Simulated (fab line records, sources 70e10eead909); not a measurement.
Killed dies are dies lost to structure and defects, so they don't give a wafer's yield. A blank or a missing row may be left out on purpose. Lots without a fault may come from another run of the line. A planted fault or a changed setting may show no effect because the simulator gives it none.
fab line records | flow nand_harc
record lots=14 wafers=38 last_day=34
route steps=1302 shown A_M0@1156 A_M1@1179 END@1302
lots that met no fault: from a run of the same line without faults
start_h: hours from the record's first day to the start of the lot's first wafer shown | wait_h: hours since the lot's step before | " the same as in the row above | L1.1+2: a row that stands for several wafers | - no value, or no start given | * or withheld: withheld | < > ~ a bound
route shown NAME@n: a module of which the file shows steps, and the number in the route of the first | usual: mean/standard deviation of fault-free wafers | same: alike in all rows | chamber/n: place in a boat | sites: the reading at each site | _std_site: their standard deviation | _edge_site: outer sites' mean less inner sites' | radius_mm: how far each site lies from the wafer's centre | mask NAME#n: copy n | behind: the tool/chamber that last shaped the wafer | hold: why the lot was held/for how many hours/how that ended | device: the transistor (n, p or np) that didn't switch | end of line: the same wafers' tests at the end of the route | a step without rows: its recipe alone | killed: dies lost to structure and defects at the first sort, not the wafer's yield | map: a wafer's dies, x killed, . not, _ none there
set.NAME: the setting as run; set.NAME@STEP: as run at that earlier step | model.NAME: the simulator's own value behind a step, which no gauge read
steps of the route over a sample of lots; a table a step, a row a wafer
services: from which hour (start_h, from the record's first day; less than 0 if before it) a tool's chamber was out of use, for how many hours, and why
## steps
# step NHARC_A_M0_DEGAS_28
# recipe temp_c=250 time_s=60
# usual heater_power_w=350/35
# columns lot.wafer tool chamber start_h wait_h heater_power_w
L696.2 pvd_sputter-02 - 512.62 - 284
L696.3 " - " " 322
L696.1 " - " " 369
L698.1 pvd_sputter-02 - 538.66 - 362
L698.5 " - " " 411
L698.6 " - " " 362
L702.4 pvd_sputter-01 - 595.09 - 364
L702.1 " - " " 364
L702.5 " - " " 398
L704.3 pvd_sputter-03 - 611.34 - 328
L704.2 " - " " 346
L704.5 " - " " 343
L706.2 pvd_sputter-01 - 616.56 - 343
L708.1 pvd_sputter-02 - 631.79 - 360
L707.4 pvd_sputter-01 - 644.55 - 384
L707.2 " - " " 356
L707.5 " - " " 355
L713.2 pvd_sputter-02 - 676.98 - 326
L713.1 " - " " 289
L713.6 " - " " 325
L711.3 pvd_sputter-02 - 678.43 - 363
L711.1 " - " " 401
L711.5 " - " " 355
L710.2 pvd_sputter-01 - 681.32 - 385
L710.3 " - " " 357
L710.5 " - " " 338
L714.2 pvd_sputter-02 - 698.43 - 359
L714.6 " - " " 333
L714.5 " - " " 398
L717.3 pvd_sputter-03 - 722.75 - 342
L717.2 " - " " 382
L717.6 " - " " 336
L718.4 pvd_sputter-01 - 747.90 - 399
L718.6 " - " " 336
L718.5 " - " " 386
L719.4 pvd_sputter-03 - 770.29 - 328
L719.1 " - " " 374
L719.2 " - " " 339
# step NHARC_A_M0_PRE_CLEAN_31
# recipe time_s=12 temp_c=370 rf_power_w=300 gas=NH3
# usual heater_power_w=643/78
# columns lot.wafer tool chamber start_h wait_h heater_power_w
L696.1 pecvd-02 1 514.33 0.1 671
L696.2 " 2 " " 623
L696.3 " 0 " " 760
L698.1 pecvd-01 1 540.32 0.1 556
L698.6 " 2 " " 482
L698.5 " 0 " " 582
L702.1 pecvd-01 0 596.79 0.1 608
L702.5 " 0 " " 617
L702.4 " 1 " " 630
L704.2 pecvd-01 0 612.95 0.1 582
L704.3 " 1 " " 652
L704.5 " 2 " " 560
L706.2 pecvd-01 2 618.20 0.1 518
L708.1 pecvd-01 2 633.44 0.1 542
L707.2 pecvd-04 2 646.18 0.1 608
L707.4 " 1 " " 728
L707.5 " 2 " " 603
L713.1 pecvd-02 0 678.75 0.2 748
L713.2 " 2 " " 517
L713.6 " 0 " " 728
L711.3 pecvd-04 0 680.50 0.5 735
L711.1 " 1 " " 702
L711.5 " 1 " " 689
L710.2 pecvd-02 1 682.94 0.1 576
L710.3 " 2 " " 518
L710.5 " 1 " " 587
L714.2 pecvd-02 0 700.07 0.1 815
L714.6 " 0 " " 783
L714.5 " 1 " " 687
L717.3 pecvd-04 0 724.40 0.1 712
L717.2 " 1 " " 718
L717.6 " 0 " " 711
L718.4 pecvd-01 2 749.55 0.1 474
L718.6 " 0 " " 604
L718.5 " 1 " " 572
L719.2 pecvd-04 0 771.89 0.1 711
L719.1 " 2 " " 652
L719.4 " 1 " " 578
# step NHARC_A_M0_DEP_32
# recipe target_thk_a=300 temp_c=370 target_thk_nm=30 pressure_torr=3 flow_sccm=200 rf_w=450 material=SiCN
# usual heater_power_w=598/74 showerhead_vpp_V=1312/51
# columns lot.wafer tool chamber start_h wait_h heater_power_w showerhead_vpp_V
L696.1 pecvd-02 1 514.41 0.1 582 1274
L696.2 " 2 " " 496 1254
L696.3 " 0 " " 741 1322
L698.1 pecvd-01 1 540.46 0.1 591 1398
L698.6 " 2 " " 501 1264
L698.5 " 0 " " 593 1310
L702.1 pecvd-01 0 596.87 0.1 580 1326
L702.5 " 0 " " 560 1314
L702.4 " 1 " " 618 1344
L704.2 pecvd-01 0 613.03 0.1 497 1322
L704.3 " 1 " " 595 1380
L704.5 " 2 " " 479 1300
L706.2 pecvd-01 2 618.31 0.1 442 1276
L708.1 pecvd-01 2 633.58 0.1 504 1270
L707.2 pecvd-04 2 646.29 0.1 634 1396
L707.4 " 1 " " 632 1328
L707.5 " 2 " " 643 1389
L713.1 pecvd-02 0 678.83 0.1 803 1330
L713.2 " 2 " " 515 1289
L713.6 " 0 " " 785 1357
L711.3 pecvd-04 0 680.58 0.1 634 1255
L711.1 " 1 " " 544 1350
L711.5 " 1 " " 573 1337
L710.2 pecvd-02 1 683.05 0.1 665 1264
L710.3 " 2 " " 423 1269
L710.5 " 1 " " 667 1275
L714.2 pecvd-02 0 700.18 0.1 747 1335
L714.6 " 0 " " 729 1332
L714.5 " 1 " " 626 1292
L717.3 pecvd-04 0 724.50 0.1 613 1236
L717.2 " 1 " " 610 1330
L717.6 " 0 " " 623 1247
L718.4 pecvd-01 2 749.71 0.2 529 1267
L718.6 " 0 " " 466 1330
L718.5 " 1 " " 518 1383
L719.2 pecvd-04 0 771.97 0.1 663 1235
L719.1 " 2 " " 524 1381
L719.4 " 1 " " 651 1324
# step NHARC_A_M1_CD_MEAS_09
# recipe target_cd_nm=120 landing_energy_ev=500
# usual cd_nm=119.9/0.54
# same landing_energy_ev=500
# columns lot.wafer tool chamber start_h wait_h cd_nm
L696.1 cd_sem-02 0 515.53 - 119.2
L696.2 " 0 " " 120.0
L696.3 " 0 " " 119.8
L698.1 cd_sem-03 0 541.49 - 120.2
L698.5 " 0 " " 120.0
L698.6 " 0 " " 119.7
L702.1 cd_sem-02 0 598.12 - 119.7
L702.4 " 0 " " 120.1
L702.5 " 0 " " 120.2
L704.2 cd_sem-02 0 614.16 - 119.1
L704.3 " 0 " " 119.5
L704.5 " 0 " " 119.3
L706.2 cd_sem-03 0 619.87 - 120.1
L708.1 cd_sem-03 0 634.74 - 118.9
L707.2 cd_sem-01 0 647.50 - 120.1
L707.4 " 0 " " 119.5
L707.5 " 0 " " 119.6
L713.1 cd_sem-03 0 679.92 - 120.7
L713.2 " 0 " " 120.1
L713.6 " 0 " " 120.7
L711.1 cd_sem-03 0 681.80 - 120.1
L711.3 " 0 " " 119.7
L711.5 " 0 " " 120.1
L710.2 cd_sem-03 0 684.23 - 119.8
L710.3 " 0 " " 120.3
L710.5 " 0 " " 120.3
L714.2 cd_sem-02 0 701.26 - 120.2
L714.5 " 0 " " 120.3
L714.6 " 0 " " 120.7
L717.2 cd_sem-03 0 725.71 - 119.4
L717.3 " 0 " " 119.8
L717.6 " 0 " " 119.5
L718.4 cd_sem-02 0 750.72 - 119.2
L718.5 " 0 " " 119.8
L718.6 " 0 " " 119.5
L719.1 cd_sem-01 0 773.12 - 118.6
L719.2 " 0 " " 119.6
L719.4 " 0 " " 119.2
# step NHARC_A_M1_INSPECT_11
# usual raw_defect_count=94/32
# columns lot.wafer tool chamber start_h wait_h hold raw_defect_count
L696.1 defect_inspect-01 - 515.65 0.0 - 137
L696.2 " - " " - 145
L696.3 " - " " - 132
L698.1 defect_inspect-02 - 541.62 0.0 - 78
L698.5 " - " " - 72
L698.6 " - " " - 70
L702.1 defect_inspect-02 - 598.24 0.0 - 105
L702.4 " - " " - 130
L702.5 " - " " - 118
L704.2 defect_inspect-01 - 614.29 0.0 - 65
L704.3 " - " " - 71
L704.5 " - " " - 82
L706.2 defect_inspect-02 - 619.99 0.0 await_dispo/0.2h/release 799
L706.2 defect_inspect-02 - 620.16 0.2 - 787
L708.1 defect_inspect-02 - 634.86 0.0 await_dispo/0.2h/release 734
L708.1 defect_inspect-02 - 635.04 0.2 - 734
L707.2 defect_inspect-01 - 647.62 0.0 - 107
L707.4 " - " " - 119
L707.5 " - " " - 113
L713.1 defect_inspect-02 - 680.05 0.0 - 132
L713.2 " - " " - 126
L713.6 " - " " - 107
L711.1 defect_inspect-01 - 681.93 0.0 - 48
L711.3 " - " " - 53
L711.5 " - " " - 45
L710.2 defect_inspect-02 - 684.36 0.0 - 112
L710.3 " - " " - 100
L710.5 " - " " - 120
L714.2 defect_inspect-01 - 701.39 0.0 - 67
L714.5 " - " " - 84
L714.6 " - " " - 73
L717.2 defect_inspect-01 - 725.83 0.0 - 120
L717.3 " - " " - 81
L717.6 " - " " - 87
L718.4 defect_inspect-01 - 750.84 0.0 - 126
L718.5 " - " " - 136
L718.6 " - " " - 136
L719.1 defect_inspect-02 - 773.24 0.0 - 61
L719.2 " - " " - 69
L719.4 " - " " - 60
# step NHARC_END_SORT_01
# recipe temp_c=25
# usual defect_limited_yield=89.9/2.6 killed_at_array=63/18 killed_at_other=1.1/1.3 killed_at_periphery=4.3/2.8 killed_dies=68/18 killed_open=3.3/2 killed_short=2.4/1.6
# same gross_dies=677
# columns lot.wafer tool chamber start_h wait_h defect_limited_yield[%] killed_at_array killed_at_other killed_at_periphery killed_dies killed_open killed_short
L706.2 prober-02 0 722.08 2.8 80.4 126 4 3 133 2 7
L708.1 prober-02 0 736.86 2.5 86.9 80 1 8 89 6 2
L707.2 prober-01 0 745.36 2.8 88.3 72 1 6 79 2 1
L707.4 prober-01 0 746.95 3.4 86.0 83 1 11 95 2 2
L707.5 prober-01 0 747.75 3.7 88.9 73 1 1 75 4 5
L713.1 prober-02 0 752.50 2.5 87.3 85 0 1 86 2 5
L713.2 prober-02 0 753.30 2.8 87.1 83 0 4 87 3 3
L713.6 prober-02 0 756.48 4.0 88.2 75 1 4 80 2 4
L710.2 prober-01 0 761.02 2.8 88.3 77 0 2 79 1 5
L710.3 prober-01 0 761.83 3.1 88.8 68 2 6 76 10 2
L710.5 prober-01 0 763.45 3.7 89.8 68 1 0 69 1 2
L711.1 prober-01 0 768.13 2.5 93.6 40 0 3 43 2 1
L711.3 prober-01 0 769.72 3.1 93.6 41 2 0 43 3 1
L711.5 prober-01 0 771.31 3.7 93.1 44 1 2 47 3 4
L714.6 prober-02 0 778.32 4.0 91.6 54 0 3 57 0 3
# killed by level:class
L706.2 A_SLIT:chamber_film_flake=38 A_M0:unspecified=33 A_CHANNEL_HOLE_D1:chamber_film_flake=27 A_CHANNEL_HOLE_D2:chamber_film_flake=12 THIN_TSV:chamber_film_flake=3 P_BONDPAD:chamber_film_flake=2 A_STAIRCASE:chamber_film_flake=2 A_BONDPAD:chamber_film_flake=2
L708.1 A_M0:unspecified=28 A_SLIT:chamber_film_flake=26 A_CHANNEL_HOLE_D2:chamber_film_flake=10 A_CONTACT:chamber_film_flake=7 P_M1:geometric_particle:open=2 P_CONTACT:chamber_film_flake=2 A_CHANNEL_HOLE_D1:chamber_film_flake=2 P_CONTACT:geometric_particle:open=1
L707.2 A_CHANNEL_HOLE_D1:chamber_film_flake=33 A_SLIT:chamber_film_flake=29 P_GATE:chamber_film_flake=5 A_STAIRCASE:chamber_film_flake=3 A_M0:geometric_particle:open=2 A_CONTACT:chamber_film_flake=2 A_CHANNEL_FILL_D2:geometric_particle:short=1 P_STI:chamber_film_flake=1
L707.4 A_SLIT:chamber_film_flake=32 A_CHANNEL_HOLE_D1:chamber_film_flake=30 P_GATE:chamber_film_flake=8 A_CONTACT:chamber_film_flake=8 A_WL_FILL:chamber_film_flake=4 A_STAIRCASE:chamber_film_flake=3 A_CHANNEL_FILL_D1:geometric_particle:open=1 A_STAIRCASE:geometric_particle:short=1
L707.5 A_CHANNEL_HOLE_D1:chamber_film_flake=31 A_SLIT:chamber_film_flake=23 A_CONTACT:chamber_film_flake=5 A_WL_FILL:chamber_film_flake=3 A_STAIRCASE:chamber_film_flake=2 P_M0:geometric_particle:short=1 A_ONON_D1:geometric_particle:open=1 A_CHANNEL_HOLE_D1:geometric_particle:short=1
L713.1 A_CHANNEL_HOLE_D1:chamber_film_flake=38 A_SLIT:chamber_film_flake=28 A_CONTACT:chamber_film_flake=5 A_SGD_CUT:geometric_particle:short=2 A_CHANNEL_FILL_D2:chamber_film_flake=2 A_STAIRCASE:chamber_film_flake=2 A_ONON_D1:geometric_particle:open=1 A_ONON_D1:geometric_particle:short=1
L713.2 A_SLIT:chamber_film_flake=36 A_CHANNEL_HOLE_D1:chamber_film_flake=34 A_CONTACT:chamber_film_flake=6 P_GATE:geometric_particle:open=1 P_M2:geometric_particle:open=1 A_DECK1_JOINT:geometric_particle:open=1 A_CHANNEL_FILL_D2:geometric_particle:short=1 A_WL_FILL:geometric_particle:short=1
L713.6 A_SLIT:chamber_film_flake=34 A_CHANNEL_HOLE_D1:chamber_film_flake=29 A_CONTACT:chamber_film_flake=4 A_CHANNEL_FILL_D2:geometric_particle:short=2 P_CONTACT:chamber_film_flake=2 P_CONTACT:geometric_particle:open=1 A_ONON_D1:geometric_particle:short=1 A_CHANNEL_FILL_D1:geometric_particle:open=1
L710.2 A_CHANNEL_HOLE_D1:chamber_film_flake=33 A_SLIT:chamber_film_flake=30 A_CONTACT:chamber_film_flake=5 A_WL_FILL:geometric_particle:short=4 A_STAIRCASE:chamber_film_flake=2 P_M2:geometric_particle:open=1 A_ONON_D1:geometric_particle:short=1 P_GATE:chamber_film_flake=1
L710.3 A_CHANNEL_HOLE_D1:chamber_film_flake=31 A_SLIT:chamber_film_flake=20 A_STAIRCASE:chamber_film_flake=5 P_M0:geometric_particle:open=3 A_CONTACT:chamber_film_flake=3 A_WL_FILL:geometric_particle:open=2 A_BLC:geometric_particle:open=2 P_ZERO_WELL:chamber_film_flake=2
L710.5 A_CHANNEL_HOLE_D1:chamber_film_flake=33 A_SLIT:chamber_film_flake=26 A_ZERO_WELL:chamber_film_flake=2 A_WL_FILL:chamber_film_flake=2 A_ONON_D1:geometric_particle:short=1 A_CHANNEL_FILL_D1:geometric_particle:short=1 A_WL_FILL:geometric_particle:open=1 A_CHANNEL_FILL_D1:chamber_film_flake=1
L711.1 A_CHANNEL_HOLE_D2:chamber_film_flake=22 A_CONTACT:chamber_film_flake=6 A_CHANNEL_HOLE_D1:chamber_film_flake=5 A_SLIT:chamber_film_flake=3 A_STAIRCASE:chamber_film_flake=2 P_M0:geometric_particle:short=1 A_CHANNEL_FILL_D2:geometric_particle:open=1 A_SGD_CUT:geometric_particle:open=1
L711.3 A_CHANNEL_HOLE_D2:chamber_film_flake=21 A_CHANNEL_HOLE_D1:chamber_film_flake=6 A_SLIT:chamber_film_flake=5 A_ZERO_WELL:chamber_film_flake=3 A_CHANNEL_FILL_D1:geometric_particle:open=1 A_CHANNEL_FILL_D1:geometric_particle:short=1 A_CHANNEL_FILL_D2:geometric_particle:open=1 STARTING-WAFER:geometric_particle:open=1
L711.5 A_CHANNEL_HOLE_D2:chamber_film_flake=16 A_CHANNEL_HOLE_D1:chamber_film_flake=11 A_SLIT:chamber_film_flake=4 A_WL_FILL:chamber_film_flake=4 A_CONTACT:chamber_film_flake=2 P_CONTACT:geometric_particle:short=1 P_CONTACT:geometric_particle:open=1 A_SOURCE_PLATE:geometric_particle:short=1
L714.6 A_CHANNEL_HOLE_D1:chamber_film_flake=31 A_STAIRCASE:chamber_film_flake=6 A_SLIT:chamber_film_flake=6 A_CHANNEL_HOLE_D2:chamber_film_flake=3 A_WL_FILL:chamber_film_flake=3 P_BONDPAD:chamber_film_flake=2 A_CHANNEL_FILL_D1:geometric_particle:short=1 A_DECK1_JOINT:geometric_particle:short=1
## services
# columns tool chamber start_h hours kind
pecvd-01 - 492.00 13.0 pm
pecvd-01 0 492.00 13.0 vent_cycle
pecvd-01 1 492.00 13.0 vent_cycle
pecvd-01 2 492.00 13.0 vent_cycle
pvd_sputter-03 - 526.04 10.0 pm
pvd_sputter-01 - 534.15 0.6 repair
pecvd-04 - 547.06 1.0 repair
pecvd-02 - 575.90 1.8 repair
pvd_sputter-01 - 584.46 10.0 pm
pecvd-02 - 590.10 13.0 pm
pvd_sputter-02 - 623.66 1.9 repair
pecvd-01 - 624.64 0.6 repair
pecvd-04 - 631.07 13.0 pm
pvd_sputter-02 - 638.31 10.0 pm
pecvd-01 - 665.19 1.4 repair
pecvd-01 2 669.30 15.0 repair
pecvd-01 - 673.00 13.0 pm
pvd_sputter-03 - 704.04 10.0 pm
pecvd-01 1 713.01 3.4 repair
pecvd-02 2 719.92 5.0 repair
pvd_sputter-03 - 730.93 4.5 repair
pvd_sputter-03 - 759.40 1.8 repair
pvd_sputter-01 - 762.46 10.0 pm
pecvd-02 - 771.10 13.0 pm
## key
first_sign step=NHARC_A_M1_INSPECT_11 reading=visit direction=added
effect step=NHARC_A_M1_INSPECT_11 reading=raw_defect_count direction=up sigmas=21 usual=94 struck=766
more_kills_born_at NHARC_A_M0_PRE_CLEAN_31@pecvd-01=61
met_at NHARC_A_M0_PRE_CLEAN_31
struck_lots L706,L708
struck_wafers L706.2,L708.1
not_acting_at NHARC_A_M0_DEGAS_28,NHARC_A_M0_DEP_32,NHARC_A_M1_CD_MEAS_09
onset_between 612.95 618.20
fault kind=chamber_particle_source tool=pecvd-01 chamber=2 onset_h=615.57 steps=NHARC_A_M0_PRE_CLEAN_31 rate_per_visit_cm2=1.0109 end_h=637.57
